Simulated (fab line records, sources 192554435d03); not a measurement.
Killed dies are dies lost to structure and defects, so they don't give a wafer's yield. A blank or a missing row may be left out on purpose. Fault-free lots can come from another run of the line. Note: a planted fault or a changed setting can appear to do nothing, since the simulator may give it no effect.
Matching of chambers / flow n5_finfet / N5_PASSIVATION_PECVD_00 on pecvd-04 has 3 sister chambers
The step deposits SiO2 from SiH4/N2O, target thk 200 nm, time 11.2 s. 18 wafers are shown with their chamber, then 9 later ones without.

EACH WAFER AND ITS CHAMBER
wafer=L843.1; chamber=0; throttle_valve_pct (%)=59; showerhead_plenum_p_Torr (Torr)=8.08; heater_power_w (W)=616
wafer=L843.2; chamber=2; throttle_valve_pct (%)=48; showerhead_plenum_p_Torr (Torr)=8.12; heater_power_w (W)=747
wafer=L843.3; chamber=1; throttle_valve_pct (%)=49; showerhead_plenum_p_Torr (Torr)=8.21; heater_power_w (W)=623
wafer=L842.1; chamber=2; throttle_valve_pct (%)=49; showerhead_plenum_p_Torr (Torr)=8.13; heater_power_w (W)=739
wafer=L842.5; chamber=0; throttle_valve_pct (%)=59; showerhead_plenum_p_Torr (Torr)=8.05; heater_power_w (W)=646
wafer=L842.6; chamber=2; throttle_valve_pct (%)=49; showerhead_plenum_p_Torr (Torr)=8.12; heater_power_w (W)=742
wafer=L844.1; chamber=1; throttle_valve_pct (%)=49; showerhead_plenum_p_Torr (Torr)=8.17; heater_power_w (W)=562
wafer=L844.3; chamber=2; throttle_valve_pct (%)=49; showerhead_plenum_p_Torr (Torr)=8.10; heater_power_w (W)=701
wafer=L844.6; chamber=2; throttle_valve_pct (%)=49; showerhead_plenum_p_Torr (Torr)=8.10; heater_power_w (W)=715
wafer=L845.1; chamber=1; throttle_valve_pct (%)=49; showerhead_plenum_p_Torr (Torr)=8.18; heater_power_w (W)=606
wafer=L845.2; chamber=0; throttle_valve_pct (%)=59; showerhead_plenum_p_Torr (Torr)=8.10; heater_power_w (W)=706
wafer=L845.5; chamber=1; throttle_valve_pct (%)=49; showerhead_plenum_p_Torr (Torr)=8.20; heater_power_w (W)=636
wafer=L847.2; chamber=1; throttle_valve_pct (%)=49; showerhead_plenum_p_Torr (Torr)=8.21; heater_power_w (W)=565
wafer=L847.4; chamber=2; throttle_valve_pct (%)=49; showerhead_plenum_p_Torr (Torr)=8.10; heater_power_w (W)=757
wafer=L847.6; chamber=0; throttle_valve_pct (%)=60; showerhead_plenum_p_Torr (Torr)=8.07; heater_power_w (W)=659
wafer=L848.2; chamber=1; throttle_valve_pct (%)=49; showerhead_plenum_p_Torr (Torr)=8.21; heater_power_w (W)=566
wafer=L848.3; chamber=0; throttle_valve_pct (%)=59; showerhead_plenum_p_Torr (Torr)=8.06; heater_power_w (W)=599
wafer=L848.4; chamber=0; throttle_valve_pct (%)=59; showerhead_plenum_p_Torr (Torr)=8.08; heater_power_w (W)=620

SIGNATURES (means of the wafers above)
reading=throttle_valve_pct; chamber 0=59.17; chamber 1=49.00; chamber 2=48.83; scatter within a chamber=0.333
reading=showerhead_plenum_p_Torr; chamber 0=8.0733; chamber 1=8.1967; chamber 2=8.1117; scatter within a chamber=0.0162
reading=heater_power_w; chamber 0=641.00; chamber 1=593.00; chamber 2=733.50; scatter within a chamber=31.7
Rule: a wafer lies at a distance from a chamber equal to the root of the sum of squares, over the readings, of (its reading less the chamber's mean, divided by the reading's scatter). The wafer belongs to the nearest chamber; if the next one is less than 2 further off, it can't be placed. The scatter: take each reading less its chamber's mean, square it, sum over the shown wafers, divide by the number of wafers less the number of chambers, and take the root.

WAFERS MISSING THEIR CHAMBER
wafer=L857.1; throttle_valve_pct (%)=49; showerhead_plenum_p_Torr (Torr)=8.14; heater_power_w (W)=621
wafer=L857.4; throttle_valve_pct (%)=59; showerhead_plenum_p_Torr (Torr)=8.07; heater_power_w (W)=673
wafer=L857.6; throttle_valve_pct (%)=49; showerhead_plenum_p_Torr (Torr)=8.19; heater_power_w (W)=633
wafer=L858.2; throttle_valve_pct (%)=49; showerhead_plenum_p_Torr (Torr)=8.10; heater_power_w (W)=623
wafer=L858.4; throttle_valve_pct (%)=59; showerhead_plenum_p_Torr (Torr)=8.06; heater_power_w (W)=638
wafer=L858.5; throttle_valve_pct (%)=49; showerhead_plenum_p_Torr (Torr)=8.12; heater_power_w (W)=629
wafer=L861.1; throttle_valve_pct (%)=59; showerhead_plenum_p_Torr (Torr)=8.06; heater_power_w (W)=658
wafer=L861.5; throttle_valve_pct (%)=59; showerhead_plenum_p_Torr (Torr)=8.05; heater_power_w (W)=678
wafer=L861.6; throttle_valve_pct (%)=49; showerhead_plenum_p_Torr (Torr)=8.12; heater_power_w (W)=659

WHICH CHAMBER EACH WENT THROUGH
wafer=L857.1; from the rows above=can't be placed: 1 or 2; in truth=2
wafer=L857.4; from the rows above=0; in truth=0
wafer=L857.6; from the rows above=1; in truth=1
wafer=L858.2; from the rows above=2; in truth=2
wafer=L858.4; from the rows above=0; in truth=0
wafer=L858.5; from the rows above=can't be placed: 2 or 1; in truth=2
wafer=L861.1; from the rows above=0; in truth=0
wafer=L861.5; from the rows above=0; in truth=0
wafer=L861.6; from the rows above=2; in truth=2
Correct placement for 7 of the 9. These rows do not allow placing 2 (true chamber among the candidates in 2). Wrongly placed: 0.
